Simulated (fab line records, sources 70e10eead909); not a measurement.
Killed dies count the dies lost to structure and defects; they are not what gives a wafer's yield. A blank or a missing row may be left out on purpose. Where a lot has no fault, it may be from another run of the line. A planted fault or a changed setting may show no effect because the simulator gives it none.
What tool caused it?    flow nand harc    40 wafers from 14 lots sampled at 4 of the route's 1302 steps

WHAT THE GAUGES READ, wafer by wafer
NHARC_A_ONON_D2_THK_MEAS_08: measures by ellipsometry.
lot   measured      on             thk nm (nm)
L969  day 12 16:58  film metro-02  1013 1012 1014
L970  day 12 22:30  film metro-01  986 989 988
L971  day 12 22:30  film metro-02  1006 1007 1005
L973  day 13 21:31  film metro-02  1002 1002 1001
L974  day 14 14:26  film metro-02  988 987 986
L975  day 15 08:07  film metro-02  1013 1013 1014
L976  day 15 08:06  film metro-02  1007 1008 1006
L979  day 17 06:51  film metro-02  990 989 992
L980  day 17 07:23  film metro-02  1008 1008 1011
L985  day 19 01:21  film metro-02  1347 1348
L987  day 19 16:53  film metro-02  994 1326
L989  day 20 13:11  film metro-02  993 993 994
L990  day 22 02:44  film metro-01  1006 1006 1008
L992  day 22 14:35  film metro-01  996 997 994

NHARC_END_SORT_01.
lot   measured      on         killed at array  killed at other  killed at periphery  killed dies  killed open  killed short
L969  day 25 01:17  prober-02  14 21 25         2 1 1            3 10 8               19 32 34     3 1 2        0 2 2
L970  day 24 16:21  prober-02  56 53 52         0 0 0            2 4 4                58 57 56     2 6 5        3 2 0
L971  day 25 01:41  prober-01  61 41 43         0 0 1            0 2 4                61 43 48     3 2 3        1 3 3
L973  day 26 22:45  prober-02  85 85 87         2 4 2            2 1 0                89 90 89     1 1 3        1 4 4
L974  day 27 00:20  prober-01  36 44 44         2 0 1            2 2 0                40 46 45     2 3 1        2 0 1
L985  day 31 01:50  prober-01  673 673          2 2              2 2                  677 677      5 6          4 0
L987  day 31 12:10  prober-02  55 673           0 2              2 2                  57 677       4 6          0 2
L990  day 33 19:38  prober-01  65 74 41         1 0 1            1 2 5                67 76 47     1 5 2        3 3 4

WHAT TOOL EACH LOT RAN ON (gives the tool, then ch and the chambers of the sampled wafers, and finally the start)
lot   NHARC_A_DECK1_JOINT_CMP_02     NHARC_A_ONON_D2_DEP_06
L969  cmp-02 ch 0,1,3, day 12 14:38  pecvd onon-02 ch 0, day 12 16:28
L970  cmp-02 ch 0,2,3, day 12 20:07  pecvd onon-03 ch 0, day 12 21:59
L971  cmp-03 ch 1,3, day 12 20:07    pecvd onon-01 ch 0, day 12 22:07
L973  cmp-01 ch 0,1,2, day 13 19:09  pecvd onon-03 ch 0, day 13 21:00
L974  cmp-03 ch 0,2,3, day 14 12:01  pecvd onon-03 ch 0, day 14 14:02
L975  cmp-03 ch 1,3, day 15 05:42    pecvd onon-03 ch 0, day 15 07:43
L976  cmp-02 ch 0,2, day 15 05:43    pecvd onon-02 ch 0, day 15 07:35
L979  cmp-03 ch 0,3, day 17 04:05    pecvd onon-01 ch 0, day 17 06:21
L980  cmp-02 ch 0,2,3, day 17 04:57  pecvd onon-03 ch 0, day 17 06:59
L985  cmp-03 ch 1,3, day 18 22:53    pecvd onon-01 ch 0, day 19 00:53
L987  cmp-02 ch 1,2, day 19 14:29    pecvd onon-01 ch 0, day 19 16:21
L989  cmp-01 ch 0,1,2, day 20 10:47  pecvd onon-03 ch 0, day 20 12:48
L990  cmp-03 ch 1,2, day 22 00:19    pecvd onon-03 ch 0, day 22 02:20
L992  cmp-02 ch 0,2,3, day 22 12:08  pecvd onon-03 ch 0, day 22 14:12
- NHARC_A_DECK1_JOINT_CMP_02: polishes SiOx.
- NHARC_A_ONON_D2_DEP_06: target thk 1000 nm.

AS READ BY THE TOOLS THEMSELVES (means over the sampled wafers that have a number; for cases with no such wafer, the mark the record gives instead)
NHARC_A_DECK1_JOINT_CMP_02.
lot   tool    motor current A (A)
L969  cmp-02  12.6
L970  cmp-02  12.8
L971  cmp-03  11.9
L973  cmp-01  12.4
L974  cmp-03  11.8
L975  cmp-03  11.9
L976  cmp-02  14.1
L979  cmp-03  11.6
L980  cmp-02  13.0
L985  cmp-03  11.8
L987  cmp-02  13.3
L989  cmp-01  11.8
L990  cmp-03  11.3
L992  cmp-02  13.2

NHARC_A_ONON_D2_DEP_06.
lot   tool           n2o flow sccm (sccm)  sih4 flow sccm (sccm)  susceptor temp C (C)
L969  pecvd onon-02  1998                  210.3                  399.74
L970  pecvd onon-03  2002                  209.9                  400.30
L971  pecvd onon-01  1996                  210.2                  399.97
L973  pecvd onon-03  1999                  209.9                  400.26
L974  pecvd onon-03  2007                  210.4                  399.76
L975  pecvd onon-03  2000                  210.0                  400.01
L976  pecvd onon-02  1989                  210.3                  399.77
L979  pecvd onon-01  2000                  209.6                  399.81
L980  pecvd onon-03  2012                  210.3                  399.83
L985  pecvd onon-01  2004                  210.2                  400.29
L987  pecvd onon-01  1996                  210.4                  399.77
L989  pecvd onon-03  2006                  210.2                  399.88
L990  pecvd onon-03  1997                  210.8                  400.13
L992  pecvd onon-03  2003                  209.9                  400.06

THE ANSWER, worked out from the rows above alone
Rule: the usual values come from the lots themselves. Put in order of their means at a reading, lots are off if they are a third of the lots or fewer, leave a main group of 4 or more, and stand apart from it by a gap of 3 or more times the standard deviation of the main group's means; of several such gaps the widest counts. The tables above print the reading to a certain number of digits; a main group whose means all agree to those digits is not used. A lot without any number at a reading at which 4 lots or more have one is off too. The other lots that the step has rows for count as sound. Order of review: gauges by route order, followed by the tools' own readings, for which a lot's mean as printed above is used. The first step at which some lot is off is used, and at that step the reading that is off furthest; a lot without a number counts as furthest.
Off, at NHARC_A_ONON_D2_THK_MEAS_08 on thk nm: L985, L987. The main group has a mean of 1001 nm with a standard deviation of 9.3.
If a tool, at a process step before that reading, ran all the lots that are off and no sound lot after the first of them, it fits. Not tried: the gauges at NHARC_A_ONON_D2_THK_MEAS_08; whatever is off there is also off at NHARC_END_SORT_01, on other tools, and gauge error can't account for it. One fits: pecvd onon-01 at NHARC_A_ONON_D2_DEP_06. Its last sound lot is L979 (day 17 06:21), its first lot that is off L985 (day 19 00:53): a fault that began between those two fits.

WHAT HAD BEEN PUT IN BY THE SIMULATOR
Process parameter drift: pecvd onon-01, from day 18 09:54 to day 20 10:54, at NHARC_A_ONON_D2_DEP_06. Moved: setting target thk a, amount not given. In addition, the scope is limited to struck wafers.
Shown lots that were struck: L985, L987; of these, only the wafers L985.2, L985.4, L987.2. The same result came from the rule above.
